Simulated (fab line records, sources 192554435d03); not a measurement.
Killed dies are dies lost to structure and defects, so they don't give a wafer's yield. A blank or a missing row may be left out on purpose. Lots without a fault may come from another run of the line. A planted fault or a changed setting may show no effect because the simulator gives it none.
Split-lot experiment | flow n5_finfet | 7 lots, 21 wafers read, on a route of 1938 steps

THE SPLIT
At N5_BEOL_M13_COAT_58 (time 60 s, resist thk 89 nm), the setting spin_rpm was moved away from the recipe's 1500 rpm on 7 of the 21 wafers read, by -7.3% to +7.6%. The other wafers ran this setting at the recipe's value.

FROM THE SPLIT TO THE READING: what the file shows between them, 3 steps
- N5_BEOL_M13_COAT_04: resist thk 400 nm
- N5_BEOL_M13_EBR_06
- N5_BEOL_M13_DESCUM_15: chemistry O2, time 7.9 s

THE READING
etch.depth_nm (the simulator's own value, which no gauge read), in nm, at N5_BEOL_M13_ETCH_59 (etches BARC in N2/H2, target depth 89 nm, overetch 26.7 nm, time 67.9 s). The file gives no usual value for it. The 14 wafers here that ran the recipe average 89.02 nm, standard deviation 0.16 nm.

wafer  | tool, chamber at the split | spin_rpm as run, rpm | against the recipe | etch.depth_nm, nm | against lot-mates on the recipe
L081.1 | litho_track-04, 0          | 1500                 | recipe             | 89.04             | -
L081.2 | litho_track-04, 0          | 1500                 | recipe             | 89.13             | -
L081.3 | litho_track-04, 0          | 1500                 | recipe             | 89.26             | -
L082.2 | litho_track-03, 0          | 1500                 | recipe             | 88.95             | -
L082.4 | litho_track-03, 0          | 1500                 | recipe             | 88.82             | -
L082.6 | litho_track-03, 0          | 1500                 | recipe             | 88.86             | -
L083.3 | litho_track-04, 0          | 1500                 | recipe             | 89.17             | -
L083.4 | litho_track-04, 0          | 1500                 | recipe             | 89.03             | -
L083.6 | litho_track-04, 0          | 1500                 | recipe             | 89.23             | -
L087.1 | litho_track-05, 0          | 1431                 | -4.6%              | 91.36             | +2.10
L087.2 | litho_track-05, 0          | 1500                 | recipe             | 89.26             | -
L087.3 | litho_track-05, 0          | 1431                 | -4.6%              | 91.35             | +2.09
L088.1 | litho_track-04, 0          | 1391                 | -7.3%              | 92.06             | +3.13
L088.4 | litho_track-04, 0          | 1391                 | -7.3%              | 92.5              | +3.57
L088.6 | litho_track-04, 0          | 1500                 | recipe             | 88.93             | -
L086.1 | litho_track-05, 0          | 1614                 | +7.6%              | 86.02             | -2.91
L086.2 | litho_track-05, 0          | 1500                 | recipe             | 88.88             | -
L086.3 | litho_track-05, 0          | 1500                 | recipe             | 88.98             | -
L090.2 | litho_track-05, 0          | 1584                 | +5.6%              | 86.46             | -2.27
L090.4 | litho_track-05, 0          | 1500                 | recipe             | 88.73             | -
L090.6 | litho_track-05, 0          | 1584                 | +5.6%              | 86.36             | -2.37

THE FIT
A straight line over all 21 wafers: etch.depth_nm changes by -0.45 nm for each +1% of spin_rpm; r = -0.99; the points scatter about the line by 0.2 nm.
The same after taking each lot's own level away (the mean of its wafers on the recipe; 21 wafers): -0.431 nm for each +1%; r = -1.00; scatter 0.14 nm.
On that fit, the largest move of spin_rpm shifts the reading by 3.3 nm.
The lots' own levels span 88.730 to 89.260 nm, that is 3.2 times the standard deviation above.
So the lot-to-lot level changes the slope little: the two slopes agree.
Check: with one of the wafers moved furthest among these (+7.6%) left out of the fit, the line predicts -3.34 nm for it against its lot-mates. It came out at -2.91 nm against them.

OTHER SPLITS ON THESE WAFERS
These wafers also went through other splits before the reading. Each is held against what the fit with the lots' levels taken away leaves over:
other split on the same wafers | wafers away from the commonest value | r with etch.depth_nm (lot level and that fit taken away)
N5_BEOL_M13_ILD_DEP_00 time_s  | 8                                    | +0.04

THE WHOLE CHAIN: every reading that the file lists as answering this split, in the file's order
step                 | what it does                                                            | reading                                                                          | change (the file's fit)               | r (the file's)
N5_BEOL_M13_COAT_58  | time 60 s, resist thk 89 nm                                             | BARC_of_BEOL_M13_COAT_58.thk_nm (the simulator's own value, which no gauge read) | -0.422 nm for each +1% of the setting | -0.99
N5_BEOL_M13_ETCH_59  | etches BARC in N2/H2, target depth 89 nm, overetch 26.7 nm, time 67.9 s | etch.depth_nm (the simulator's own value, which no gauge read)                   | -0.423 nm for each +1% of the setting | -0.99
N5_BEOL_M13_STRIP_64 | strips in N2/H2                                                         | strip_time_to_endpoint_s                                                         | withheld for each +1% of the setting  | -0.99

THE FILE'S OWN FIT
etch.depth_nm changes by -0.423 nm for each +1% of spin_rpm, r = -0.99.
